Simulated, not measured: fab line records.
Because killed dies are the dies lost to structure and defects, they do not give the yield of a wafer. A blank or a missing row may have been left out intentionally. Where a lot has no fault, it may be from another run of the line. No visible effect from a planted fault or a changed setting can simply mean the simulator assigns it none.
Split-lot study / flow n5 finfet / route with 1938 steps; 7 lots, 21 wafers read

## SPLIT DETAILS
At N5_HKMG_FIN_COAT_43 (resist thk 90 nm), the setting spin rpm was moved away from the recipe's 1500 rpm on 4 of the 21 wafers read, by -8.5% to +11.2%. All remaining wafers had this setting at the recipe value.

No step appears in the file between the split and the reading.

## THE READING
CAR-ArF_of_HKMG_FIN_COAT_43.thk nm (the simulator's own value, which no gauge read), in nm, at N5_HKMG_FIN_ETCH_54 (etches SiARC in CF4, target depth 45.5 nm, time 75.8 s). There is no usual value for it anywhere in the file. Here, 17 wafers ran the recipe; their average is 50.8 nm with a standard deviation of 0.19 nm.

wafer=L076.3; tool, chamber at the split=litho track-03, 0; spin rpm as run, rpm=1555; against the recipe=+3.7%; CAR-ArF_of_HKMG_FIN_COAT_43.thk nm, nm=48.8; against lot-mates on the recipe=-2.0
wafer=L076.4; tool, chamber at the split=litho track-03, 0; spin rpm as run, rpm=1500; against the recipe=recipe; CAR-ArF_of_HKMG_FIN_COAT_43.thk nm, nm=50.8; against lot-mates on the recipe=-
wafer=L076.5; tool, chamber at the split=litho track-03, 0; spin rpm as run, rpm=1500; against the recipe=recipe; CAR-ArF_of_HKMG_FIN_COAT_43.thk nm, nm=50.8; against lot-mates on the recipe=-
wafer=L077.1; tool, chamber at the split=litho track-03, 0; spin rpm as run, rpm=1500; against the recipe=recipe; CAR-ArF_of_HKMG_FIN_COAT_43.thk nm, nm=51; against lot-mates on the recipe=-
wafer=L077.3; tool, chamber at the split=litho track-03, 0; spin rpm as run, rpm=1500; against the recipe=recipe; CAR-ArF_of_HKMG_FIN_COAT_43.thk nm, nm=51; against lot-mates on the recipe=-
wafer=L077.4; tool, chamber at the split=litho track-03, 0; spin rpm as run, rpm=1500; against the recipe=recipe; CAR-ArF_of_HKMG_FIN_COAT_43.thk nm, nm=51; against lot-mates on the recipe=-
wafer=L078.1; tool, chamber at the split=litho track-01, 0; spin rpm as run, rpm=1500; against the recipe=recipe; CAR-ArF_of_HKMG_FIN_COAT_43.thk nm, nm=50.6; against lot-mates on the recipe=-
wafer=L078.4; tool, chamber at the split=litho track-01, 0; spin rpm as run, rpm=1500; against the recipe=recipe; CAR-ArF_of_HKMG_FIN_COAT_43.thk nm, nm=50.6; against lot-mates on the recipe=-
wafer=L078.6; tool, chamber at the split=litho track-01, 0; spin rpm as run, rpm=1668; against the recipe=+11.2%; CAR-ArF_of_HKMG_FIN_COAT_43.thk nm, nm=46; against lot-mates on the recipe=-4.6
wafer=L079.1; tool, chamber at the split=litho track-03, 0; spin rpm as run, rpm=1500; against the recipe=recipe; CAR-ArF_of_HKMG_FIN_COAT_43.thk nm, nm=51.2; against lot-mates on the recipe=-
wafer=L079.2; tool, chamber at the split=litho track-03, 0; spin rpm as run, rpm=1500; against the recipe=recipe; CAR-ArF_of_HKMG_FIN_COAT_43.thk nm, nm=50.8; against lot-mates on the recipe=-
wafer=L079.3; tool, chamber at the split=litho track-03, 0; spin rpm as run, rpm=1500; against the recipe=recipe; CAR-ArF_of_HKMG_FIN_COAT_43.thk nm, nm=51.2; against lot-mates on the recipe=-
wafer=L083.3; tool, chamber at the split=litho track-04, 0; spin rpm as run, rpm=1500; against the recipe=recipe; CAR-ArF_of_HKMG_FIN_COAT_43.thk nm, nm=50.6; against lot-mates on the recipe=-
wafer=L083.5; tool, chamber at the split=litho track-04, 0; spin rpm as run, rpm=1500; against the recipe=recipe; CAR-ArF_of_HKMG_FIN_COAT_43.thk nm, nm=50.8; against lot-mates on the recipe=-
wafer=L083.6; tool, chamber at the split=litho track-04, 0; spin rpm as run, rpm=1500; against the recipe=recipe; CAR-ArF_of_HKMG_FIN_COAT_43.thk nm, nm=51; against lot-mates on the recipe=-
wafer=L085.1; tool, chamber at the split=litho track-01, 0; spin rpm as run, rpm=1500; against the recipe=recipe; CAR-ArF_of_HKMG_FIN_COAT_43.thk nm, nm=50.8; against lot-mates on the recipe=-
wafer=L085.3; tool, chamber at the split=litho track-01, 0; spin rpm as run, rpm=1373; against the recipe=-8.5%; CAR-ArF_of_HKMG_FIN_COAT_43.thk nm, nm=55.2; against lot-mates on the recipe=+4.4
wafer=L085.4; tool, chamber at the split=litho track-01, 0; spin rpm as run, rpm=1500; against the recipe=recipe; CAR-ArF_of_HKMG_FIN_COAT_43.thk nm, nm=50.8; against lot-mates on the recipe=-
wafer=L092.2; tool, chamber at the split=litho track-04, 0; spin rpm as run, rpm=1602; against the recipe=+6.8%; CAR-ArF_of_HKMG_FIN_COAT_43.thk nm, nm=47.6; against lot-mates on the recipe=-3.1
wafer=L092.4; tool, chamber at the split=litho track-04, 0; spin rpm as run, rpm=1500; against the recipe=recipe; CAR-ArF_of_HKMG_FIN_COAT_43.thk nm, nm=50.6; against lot-mates on the recipe=-
wafer=L092.5; tool, chamber at the split=litho track-04, 0; spin rpm as run, rpm=1500; against the recipe=recipe; CAR-ArF_of_HKMG_FIN_COAT_43.thk nm, nm=50.8; against lot-mates on the recipe=-

THE FIT
A straight line over all 21 wafers: CAR-ArF_of_HKMG_FIN_COAT_43.thk nm changes by -0.471 nm for each +1% of spin rpm; r = -0.99; the points scatter about the line by 0.23 nm.
The same after taking each lot's own level away (the mean of its wafers on the recipe; 21 wafers): -0.458 nm for each +1%; r = -0.99; scatter 0.21 nm.
Per that fit: largest spin rpm move, reading shift of 5.1 nm.
Measured against the standard deviation above, the lots' own levels, which go from 50.60 to 51.07 nm, span 2.5 times it.
So the lot-to-lot level changes the slope little: the two slopes agree.
Check: -5.59 nm against its lot-mates is what the line predicts for one of the wafers moved furthest among these (+11.2%) when that wafer is left out of the fit. It came out at -4.6 nm against them.

## OTHER SPLITS ON THESE WAFERS
Note: prior to the reading, these wafers also went through further splits. Each is held against what the fit with the lots' levels taken away leaves over:
other split on the same wafers=N5_WELL_APT_COAT_02 spin rpm; wafers away from the commonest value=7; r with CAR-ArF_of_HKMG_FIN_COAT_43.thk nm (lot level and that fit taken away)=+0.22
other split on the same wafers=N5_PMOS_HMC_CHANNEL_EPI_EXPOSE_06 dose mj; wafers away from the commonest value=6; r with CAR-ArF_of_HKMG_FIN_COAT_43.thk nm (lot level and that fit taken away)=+0.17
other split on the same wafers=N5_PMOS_HMC_CHANNEL_EPI_DESCUM_14 time s; wafers away from the commonest value=6; r with CAR-ArF_of_HKMG_FIN_COAT_43.thk nm (lot level and that fit taken away)=-0.03
other split on the same wafers=N5_FIN_SAQP_EXPOSE_13 dose mj; wafers away from the commonest value=11; r with CAR-ArF_of_HKMG_FIN_COAT_43.thk nm (lot level and that fit taken away)=-0.05
other split on the same wafers=N5_FIN_SAQP_DEVELOP_15 develop time s; wafers away from the commonest value=7; r with CAR-ArF_of_HKMG_FIN_COAT_43.thk nm (lot level and that fit taken away)=-0.19
other split on the same wafers=N5_DUMMY_GATE_EXPOSE_12 dose mj; wafers away from the commonest value=5; r with CAR-ArF_of_HKMG_FIN_COAT_43.thk nm (lot level and that fit taken away)=-0.11
other split on the same wafers=N5_DUMMY_GATE_ETCH_37 source w; wafers away from the commonest value=9; r with CAR-ArF_of_HKMG_FIN_COAT_43.thk nm (lot level and that fit taken away)=-0.02
other split on the same wafers=N5_SD_EPI_P_PEB_07 peb time s; wafers away from the commonest value=7; r with CAR-ArF_of_HKMG_FIN_COAT_43.thk nm (lot level and that fit taken away)=-0.06

## THE WHOLE CHAIN: every reading that the file lists as answering this split, in the file's order
step=N5_HKMG_FIN_COAT_43; what it does=resist thk 90 nm; reading=CAR-ArF_of_HKMG_FIN_COAT_43.thk nm (the simulator's own value, which no gauge read); change (the file's fit)=-0.447 nm for each +1% of the setting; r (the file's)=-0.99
step=N5_HKMG_FIN_ETCH_54; what it does=etches SiARC in CF4, target depth 45.5 nm, time 75.8 s; reading=CAR-ArF_of_HKMG_FIN_COAT_43.thk nm (the simulator's own value, which no gauge read); change (the file's fit)=-0.456 nm for each +1% of the setting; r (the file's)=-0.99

## THE FILE'S OWN FIT
CAR-ArF_of_HKMG_FIN_COAT_43.thk nm changes by -0.456 nm for each +1% of spin rpm, r = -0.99.
